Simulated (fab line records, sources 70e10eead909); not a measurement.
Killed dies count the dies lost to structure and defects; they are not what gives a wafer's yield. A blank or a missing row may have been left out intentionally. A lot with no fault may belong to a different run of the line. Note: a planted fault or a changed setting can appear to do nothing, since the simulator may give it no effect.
Which tool was responsible? || flow nand_harc || 6 lots, 18 wafers sampled, at 3 steps of a route of 1302

WHAT EACH GAUGE READ, for each wafer
NHARC_A_ONON_D1_THK_MEAS_18: measures by ellipsometry.
{"lot": "L716", "measured": "day 8 12:02", "on": "film_metro-01", "thk_nm (nm)": "987 986 986"}
{"lot": "L718", "measured": "day 9 07:56", "on": "film_metro-01", "thk_nm (nm)": "1007 1005 1006"}
{"lot": "L720", "measured": "day 10 18:54", "on": "film_metro-02", "thk_nm (nm)": "1014 1012 1011"}
{"lot": "L723", "measured": "day 11 16:48", "on": "film_metro-01", "thk_nm (nm)": "1019 1021 1019"}
{"lot": "L733", "measured": "day 15 17:36", "on": "film_metro-02", "thk_nm (nm)": "1535 1536 1536"}
{"lot": "L738", "measured": "day 17 17:32", "on": "film_metro-02", "thk_nm (nm)": "976 976 978"}

WHICH TOOL RAN EACH LOT (tool, then ch and the chambers of the sampled wafers, then the start)
{"lot": "L716", "NHARC_A_ZERO_WELL_ETCH_19": "rie_diel-08 ch 0,2,3, day 7 06:36", "NHARC_A_ONON_D1_DEP_16": "pecvd_onon-03 ch 0, day 8 11:35"}
{"lot": "L718", "NHARC_A_ZERO_WELL_ETCH_19": "rie_diel-09 ch 0,3, day 7 22:29", "NHARC_A_ONON_D1_DEP_16": "pecvd_onon-01 ch 0, day 9 07:25"}
{"lot": "L720", "NHARC_A_ZERO_WELL_ETCH_19": "rie_diel-09 ch 0,1, day 9 04:46", "NHARC_A_ONON_D1_DEP_16": "pecvd_onon-01 ch 0, day 10 18:31"}
{"lot": "L723", "NHARC_A_ZERO_WELL_ETCH_19": "rie_diel-09 ch 1,2,3, day 10 07:20", "NHARC_A_ONON_D1_DEP_16": "pecvd_onon-01 ch 0, day 11 16:21"}
{"lot": "L733", "NHARC_A_ZERO_WELL_ETCH_19": "rie_diel-09 ch 0,2,3, day 14 06:43", "NHARC_A_ONON_D1_DEP_16": "pecvd_onon-01 ch 0, day 15 17:10"}
{"lot": "L738", "NHARC_A_ZERO_WELL_ETCH_19": "rie_diel-09 ch 1,2,3, day 16 10:20", "NHARC_A_ONON_D1_DEP_16": "pecvd_onon-03 ch 0, day 17 17:01"}
- NHARC_A_ZERO_WELL_ETCH_19: etches the open film in N2/H2, target depth 80 nm, overetch 24 nm, time 87.88 s.
- NHARC_A_ONON_D1_DEP_16: target thk 1000 nm.

THE ANSWER, worked out from the rows above alone
Rule: the usual values come from the lots themselves. Put in order of their means at a reading, lots are off if they are a third of the lots or fewer, leave a main group of 4 or more, and stand apart from it by a gap of 3 or more times the standard deviation of the main group's means; of several such gaps the widest counts. A main group whose means are all the same, to the digits that the tables above print for the reading, isn't used. Also off: a lot with no number at a reading for which 4 or more lots have one. Any other lot the step has rows for is counted as sound.
Off: L733, at NHARC_A_ONON_D1_THK_MEAS_18 (thk_nm). Main group: mean 1000 nm, sd 16.
A tool fits if, at a process step before that reading, it ran every lot that is off, and no sound lot after the first of them. The gauges at NHARC_A_ONON_D1_THK_MEAS_18 are tried like those tools. One fits: NHARC_A_ONON_D1_DEP_16 on pecvd_onon-01. Its last sound lot is L723 (day 11 16:21), its first lot that is off L733 (day 15 17:10): a fault that began between those two fits.

WHAT WAS PUT IN BY THE SIMULATOR
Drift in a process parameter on pecvd_onon-01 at NHARC_A_ONON_D1_DEP_16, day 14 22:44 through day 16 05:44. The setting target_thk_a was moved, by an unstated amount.
Struck lots among those shown: L733. The rule above reached the same finding.
